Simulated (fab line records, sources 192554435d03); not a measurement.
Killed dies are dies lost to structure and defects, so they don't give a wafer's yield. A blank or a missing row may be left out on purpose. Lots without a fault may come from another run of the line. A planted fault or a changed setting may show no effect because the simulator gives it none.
Split-lot experiment | flow n5_finfet | 7 lots, 21 wafers read, on a route of 1938 steps

THE SPLIT
At N5_BEOL_M4_ETCH_70 (etches SOC in N2/H2, target depth 80 nm, overetch 24 nm, time 130 s), the setting bias_w was moved away from the recipe's 150 W on 12 of the 21 wafers read, by -13.3% to +14.2%. The other wafers ran this setting at the recipe's value.

The reading is taken at the split's own step.

THE READING
rf_vpp_V, in V, at N5_BEOL_M4_ETCH_70 (etches SOC in N2/H2, target depth 80 nm, overetch 24 nm, time 130 s). Fault-free wafers of this fab line usually give 524 V, standard deviation 3.3 V.

wafer  | tool, chamber at the split | bias_w as run, W | against the recipe | rf_vpp_V, V | against lot-mates on the recipe
L082.1 | rie_diel-03, 2             | 166.4            | +10.9%             | 558         | no lot-mate on the recipe
L082.2 | rie_diel-03, 0             | 166.4            | +10.9%             | 557         | no lot-mate on the recipe
L082.4 | rie_diel-03, 3             | 166.4            | +10.9%             | 553         | no lot-mate on the recipe
L077.2 | rie_diel-04, 1             | 150              | recipe             | 527         | -
L077.4 | rie_diel-04, 3             | 130.1            | -13.3%             | 482         | -45
L077.5 | rie_diel-04, 0             | 150              | recipe             | 527         | -
L083.2 | rie_diel-04, 2             | 141.6            | -5.6%              | 504         | no lot-mate on the recipe
L083.4 | rie_diel-04, 1             | 141.6            | -5.6%              | 510         | no lot-mate on the recipe
L083.5 | rie_diel-04, 0             | 141.6            | -5.6%              | 509         | no lot-mate on the recipe
L086.1 | rie_diel-05, 3             | 166.2            | +10.8%             | 556         | no lot-mate on the recipe
L086.3 | rie_diel-05, 0             | 166.2            | +10.8%             | 556         | no lot-mate on the recipe
L086.5 | rie_diel-05, 0             | 166.2            | +10.8%             | 557         | no lot-mate on the recipe
L087.1 | rie_diel-04, 1             | 171.3            | +14.2%             | 574         | +52
L087.2 | rie_diel-04, 3             | 171.3            | +14.2%             | 575         | +53
L087.4 | rie_diel-04, 2             | 150              | recipe             | 522         | -
L090.2 | rie_diel-04, 0             | 150              | recipe             | 528         | -
L090.3 | rie_diel-04, 1             | 150              | recipe             | 529         | -
L090.5 | rie_diel-04, 0             | 150              | recipe             | 528         | -
L092.1 | rie_diel-04, 0             | 150              | recipe             | 527         | -
L092.2 | rie_diel-04, 2             | 150              | recipe             | 522         | -
L092.4 | rie_diel-04, 1             | 150              | recipe             | 528         | -

THE FIT
A straight line over all 21 wafers: rf_vpp_V changes by +3.1 V for each +1% of bias_w; r = +0.99; the points scatter about the line by 3.3 V.
The same after taking each lot's own level away (the mean of its wafers on the recipe; 12 wafers): +3.59 V for each +1%; r = +1.00; scatter 1.8 V.
On that fit, the largest move of bias_w shifts the reading by 51 V.
The lots' own levels span 522.0 to 528.3 V, that is 1.9 times the standard deviation above.
So the lot-to-lot level changes the slope: the two fits differ.
Check: with one of the wafers moved furthest among these (+14.2%) left out of the fit, the line predicts +51.2 V for it against its lot-mates. It came out at +52 V against them.
Tool readings at the split's step, against how far the setting was moved: rf_vpp_V r = +0.99.

OTHER SPLITS ON THESE WAFERS
These wafers also went through other splits before the reading. Each is held against what the fit with the lots' levels taken away leaves over:
other split on the same wafers | wafers away from the commonest value | r with rf_vpp_V (lot level and that fit taken away)
N5_BEOL_M4_COAT_73 spin_rpm    | 6                                    | -0.22
N5_BEOL_M4_DESCUM_33 time_s    | 8                                    | -0.12

THE WHOLE CHAIN: every reading that the file lists as answering this split, in the file's order
step               | what it does                                                        | reading                                                                          | change (the file's fit)                | r (the file's)
N5_BEOL_M4_ETCH_70 | etches SOC in N2/H2, target depth 80 nm, overetch 24 nm, time 130 s | rf_vpp_V                                                                         | +3.53 V for each +1% of the setting    | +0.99
N5_BEOL_M4_ETCH_70 | etches SOC in N2/H2, target depth 80 nm, overetch 24 nm, time 130 s | SiARC_of_BEOL_M4_COAT_68.thk_nm (the simulator's own value, which no gauge read) | -0.0758 nm for each +1% of the setting | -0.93

THE FILE'S OWN FIT
rf_vpp_V changes by +3.53 V for each +1% of bias_w, r = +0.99.
